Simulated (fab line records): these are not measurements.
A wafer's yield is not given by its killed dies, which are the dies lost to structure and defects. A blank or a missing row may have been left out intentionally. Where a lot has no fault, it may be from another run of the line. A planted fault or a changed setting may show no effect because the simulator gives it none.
A lot that was struck, set against a sound lot    flow n5 finfet    36 out of 1938 route steps
Sound: wafers L276.1, L276.3, L276.6. Struck: wafer L278.5 (left out: L278.2, L278.6 of the same lot, which were not struck); the cause appears at the end.
For every step that has rows: the tool of each side, followed by ch and its chambers, followed by its first start. Under that, the readings that differ: sound wafers    struck wafers    difference of the means    sigmas: that difference in standard deviations of wafers without a fault.
alike: readings with means less than 2 such deviations apart, plus words and numbers identical on both sides. not compared: withheld readings, readings lacking a value on some wafer, bounds such as >300 that could conceal the same value, and numbers that have no deviation in the record and whose values overlap.
Wherever a step has rows on one side only, a row that says differs or no value, or a row with sigmas, the two part there. Numbers that don't overlap but have no deviation are shown without sigmas and don't part them. A reading that every wafer of one side lacks parts them only if that side has two wafers or more.

first, 8 steps without rows for these wafers: N5_BEOL_M10_SPUTTER_48 (material Cu, target thk 12 nm, time 2 s); N5_BEOL_M10_ECD_50 (material Cu, target thk 318 nm); N5_BEOL_M10_ANNEAL_51 (time 90 s); N5_BEOL_M10_CMP_52 (polishes, stops on SiCOH lowk, t overpolish 7 s, target thk 140 nm); N5_BEOL_M10_PRE_CLEAN_55 (time 15 s); N5_BEOL_M10_DEP_56 (deposits SiCN from 3MS/NH3, target thk 15 nm, time 26.5 s); N5_BEOL_M11_ILD_DEP_00 (deposits SiCOH lowk from DEMS/porogen, target thk 308.51 nm, time 58 s); N5_BEOL_M11_CURE_71 (cures SiCOH lowk, time 240 s).
N5_BEOL_M11_PECVD_70: deposits SiO2 from TEOS/O2, target thk 20 nm, time 22.7 s.
  sound on pecvd-04 ch 1,2, day 14 08:47; struck on pecvd-04 ch 1, day 15 01:26
reading                                      sound         struck  difference  sigmas
model.SiO2_of_BEOL_M11_PECVD_70.thk nm (nm)  20 20.2 20.2  16.6    -3.5        
  alike: heater power w, showerhead plenum p Torr, throttle valve pct
  not compared: susceptor temp C
then, 24 steps without rows for these wafers: N5_BEOL_M11_HM_DEP_02 (deposits TiN, target thk 20 nm); N5_BEOL_M11_COAT_59 (time 60 s, resist thk 100 nm); N5_BEOL_M11_COAT_60 (time 60 s, resist thk 30 nm); N5_BEOL_M11_COAT_05 (resist thk 90 nm); N5_BEOL_M11_EBR_07; N5_BEOL_M11_SOFTBAKE_06 (time 60 s); N5_BEOL_M11_EXPOSE_08 (exposes mask M11); N5_BEOL_M11_PEB_09 (peb time 60 s); N5_BEOL_M11_DEVELOP_10 (develop time 30 s); N5_BEOL_M11_DESCUM_16 (chemistry O2, time 7.9 s); N5_BEOL_M11_ETCH_61 (etches SiARC in CF4, target depth 39 nm, time 65 s); N5_BEOL_M11_ETCH_62 (etches SOC in N2/H2, target depth 110 nm, overetch 22 nm, time 165 s); N5_BEOL_M11_STRIP_68 (strips in N2/H2); N5_BEOL_M11_STRIP_67 (strips in CF4); N5_BEOL_M11_HM_OPEN_17 (chemistry Cl2/BCl3, target TiN, target depth 20 nm, overetch 6 nm); N5_BEOL_M11_STRIP_19 (strips in O2); N5_BEOL_M11_COAT_63 (time 60 s, resist thk 100 nm); N5_BEOL_M11_COAT_64 (time 60 s, resist thk 30 nm); N5_BEOL_M11_COAT_22 (resist thk 90 nm); N5_BEOL_M11_EBR_24; N5_BEOL_M11_SOFTBAKE_23 (time 60 s); N5_BEOL_M11_EXPOSE_25 (exposes mask V10); N5_BEOL_M11_PEB_26 (peb time 60 s); N5_BEOL_M11_DEVELOP_27 (develop time 30 s).
N5_BEOL_M11_HM_STRIP_39: strips TiN in peroxide tin strip, target depth 25 nm, time 158 s.
  sound on wet bench-02 ch 0,2,4, day 14 13:40; struck on wet bench-02 ch 3, day 15 07:05
reading                                      sound         struck  difference  sigmas
model.SiO2_of_BEOL_M11_PECVD_70.thk nm (nm)  19.8 20 20.2  16.6    -3.4        
  alike: temp c
N5_BEOL_M11_CMP_52: polishes, stops on SiCOH lowk, t overpolish 7 s, target thk 140 nm.
  sound on cmp-01 ch 0,2, day 14 16:12; struck on cmp-02 ch 0, day 15 10:51
reading                       sound           struck  difference  sigmas
barrier field endpoint s (s)  28.0 28.3 29.1  24.0    -4.5        -7
  alike: motor current A
following that, these wafers have no rows for 1 step: N5_PASSIVATION_PROBE_49.

## WHERE THEY PART
N5_BEOL_M11_CMP_52 only, going by this record.

WHY: what the simulator had put in
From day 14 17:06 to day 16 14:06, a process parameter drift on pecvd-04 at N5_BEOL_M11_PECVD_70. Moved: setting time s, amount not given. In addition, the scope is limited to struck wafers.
